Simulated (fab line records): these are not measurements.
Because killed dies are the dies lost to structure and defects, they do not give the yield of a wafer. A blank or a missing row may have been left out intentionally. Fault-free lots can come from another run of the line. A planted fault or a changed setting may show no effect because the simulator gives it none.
A struck lot beside a sound one + flow n5-finfet + 14 steps out of a route of 1938
Sound: the wafers L423.3, L423.4, L423.6. Wafers L432.2, L432.5, L432.6 were the ones struck. Last of all comes the cause.
Order at every step that has rows: each side's tool, ch and its chambers, its first start. Under that, the readings that differ: sound wafers + struck wafers + difference of the means + sigmas: that difference in standard deviations of wafers without a fault.
alike: same words and numbers on both sides, and readings whose means sit less than 2 such deviations apart. not compared: any withheld reading, any reading some wafer has no value for, any bound like >300 that may hide the same value, and any number with overlapping values for which the record gives no deviation.
A row with sigmas, a row that says differs or no value, or rows on one side alone: a step with any of these is where the two part. When numbers do not overlap yet have no deviation, they are printed without sigmas and do not part them. A reading that every wafer of one side lacks parts them only if that side has two wafers or more.

first, 7 steps without rows for these wafers: N5_BEOL_M15_COAT_22 (resist thk 800 nm); N5_BEOL_M15_EBR_24; N5_BEOL_M15_SOFTBAKE_23 (time 60 s); N5_BEOL_M15_EXPOSE_25 (exposes mask M15, target cd 400 nm); N5_BEOL_M15_PEB_26 (peb time 90 s); N5_BEOL_M15_DEVELOP_27 (develop time 45 s); N5_BEOL_M15_HARDBAKE_32 (time 120 s).
N5_BEOL_M15_CD_MEAS_28 targets a cd of 407.6 nm.
  sound on cd-sem-01 ch 0, day 14 08:01; struck on cd-sem-02 ch 0, day 17 03:23
  alike: cd-nm
N5_BEOL_M15_OVL_MEAS_29:
  sound on overlay-02 ch 0, day 14 08:02; struck on overlay-01 ch 0, day 17 03:25
  alike: M15_OVL
N5_BEOL_M15_INSPECT_30: inspects for defects (macro).
  sound on defect-inspect-01, day 14 08:04; struck on defect-inspect-02, day 17 03:26
  alike: raw-defect-count
N5_BEOL_M15_DESCUM_33: chemistry O2, time 7.9 s.
  sound on rie-diel-04 ch 1,2, day 14 08:05; struck on rie-diel-04 ch 0,1,2, day 17 03:29
  alike: chamber-pressure-mTorr, drypump-motor-current-A, oes-product-au, rf-vpp-V, showerhead-plenum-p-Torr, throttle-valve-pct
  not compared: rf-hours-counter-h
N5_BEOL_M15_ETCH_61: etches BARC in N2/H2, target depth 89 nm, overetch 26.7 nm, time 67.9 s.
  sound on rie-diel-04 ch 1,2, day 14 08:08; struck on rie-diel-04 ch 0,1,2, day 17 03:31
  alike: bias-w, chamber-pressure-mTorr, drypump-motor-current-A, oes-product-au, rf-vpp-V, showerhead-plenum-p-Torr, throttle-valve-pct
  not compared: rf-hours-counter-h
N5_BEOL_M15_TRENCH_ETCH_34: etches SiO2 in C4F8/O2/Ar, target depth 872.93 nm, time 199 s.
  sound on rie-diel-04 ch 1,2, day 14 08:11; struck on rie-diel-04 ch 0,1,2, day 17 03:34
| reading      | sound          | struck         | difference | sigmas |
|--------------|----------------|----------------|------------|--------|
| bias-w (W)   | 2044 2034 2053 | 2139 2134 2133 | +92        | +16    |
| rf-vpp-V (V) | 2221 2231 2231 | 2301 2289 2303 | +70        | +3     |
  alike: chamber-pressure-mTorr, drypump-motor-current-A, oes_f_703_au, oes-product-au, showerhead-plenum-p-Torr, throttle-valve-pct
  not compared: rf-hours-counter-h
N5_PASSIVATION_PROBE_49:
  the record holds rows for the sound wafers here (prober-02, day 15 03:07) but none for the struck ones

== WHERE THEY PART ==
First at N5_BEOL_M15_TRENCH_ETCH_34; last, within this record, at N5_PASSIVATION_PROBE_49.

WHY: whatever the simulator had introduced
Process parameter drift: rie-diel-04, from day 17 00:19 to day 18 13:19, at N5_BEOL_M15_TRENCH_ETCH_34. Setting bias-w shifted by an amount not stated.
